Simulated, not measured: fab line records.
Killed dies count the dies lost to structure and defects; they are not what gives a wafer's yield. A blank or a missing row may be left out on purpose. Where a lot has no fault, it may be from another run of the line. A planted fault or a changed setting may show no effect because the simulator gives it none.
8D (eight disciplines) problem report, filled in by code	flow nandHarc	the parts of the form that need people (team, actions taken, sign-off) are left out

1. WHAT WENT WRONG
doseIonsCm2 at NHARC_P_ZERO_WELL_IMPLANT_40 reads a mean of 1.6990e+13 on 6 wafers of 2 lots; wafers without a fault read 1.0002e+13 with a standard deviation of 1.1e+10. That is +99 or more standard deviations from the usual mean.
First observed at day 4 10:26: wafer L244.2, on implanter-02. Wafers with a number at this step in the record: 39, from 13 lots. Rule for "out", or "out of limits": more than 4 standard deviations from the usual mean. The other wafers with a number count as sound.

2. WHAT IT IS; WHAT IT IS NOT
question	is	is not
which readings at this step	doseIonsCm2, faradayCurrentUA	-
which lots	L244, L250	L233, L234, L235, L237, L238, L239, L240, L242, L246, L253, L256
which wafers of those lots	all that have a number	-
read on which tools	implanter-02	implanter-01
when	from day 4 10:26	up to then (24 sound wafers); but 9 sound wafers of L246, L253, L256 came after

3. SUSPECTS, AND WHAT RULES EACH OUT
Counting: a tool at a process step up to the reading stays a suspect if it ran every lot that is out and no sound lot after the first of them.
- implanter-02 at NHARC_P_ZERO_WELL_IMPLANT_40: kept. Every lot that is out went through it, starting with L244 (day 4 10:26), and after that it ran no sound lot; the last sound lot it ran before then is L240 (day 3 11:16). Its own readings are out on those wafers: doseIonsCm2, faradayCurrentUA.
After counting, what remains is implanter-02 at NHARC_P_ZERO_WELL_IMPLANT_40.

4. THE CAUSE (what the simulator had put in)
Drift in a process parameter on implanter-02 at NHARC_P_ZERO_WELL_IMPLANT_40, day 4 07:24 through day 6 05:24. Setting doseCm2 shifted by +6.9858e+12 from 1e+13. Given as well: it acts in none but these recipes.
Only this tool survived the counting.

5. SEQUENCE OF EFFECTS, ordered by route
Each row: a reading where the mean over the struck wafers with a number is more than 3 standard deviations away from the usual. Readings are gone through only where the record gives a usual standard deviation; hours: the median, over the lots, of the time from a lot's start at the first step in this table giving one to that lot's start at this step; sigmas: the change measured in usual standard deviations.
hours	step	reading	usual	on struck wafers	change	sigmas
0	NHARC_P_ZERO_WELL_IMPLANT_40	doseIonsCm2	1.0002e+13	1.6990e+13	+6.9882e+12	+99 or more
0	NHARC_P_ZERO_WELL_IMPLANT_40	faradayCurrentUA	127.0	214.8	+87.8	+33
Process steps it contains:
- NHARC_P_ZERO_WELL_IMPLANT_40
At these later measuring or inspecting steps, every struck wafer for which the step has a row has a number for every such reading, and none has moved that far: NHARC_P_GATE_CD_MEAS_46.

6. WHAT WOULD HAVE CAUGHT IT SOONER
In this record no reading fell out of limits until day 4 10:26, 3 hours after the fault had begun at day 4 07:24.
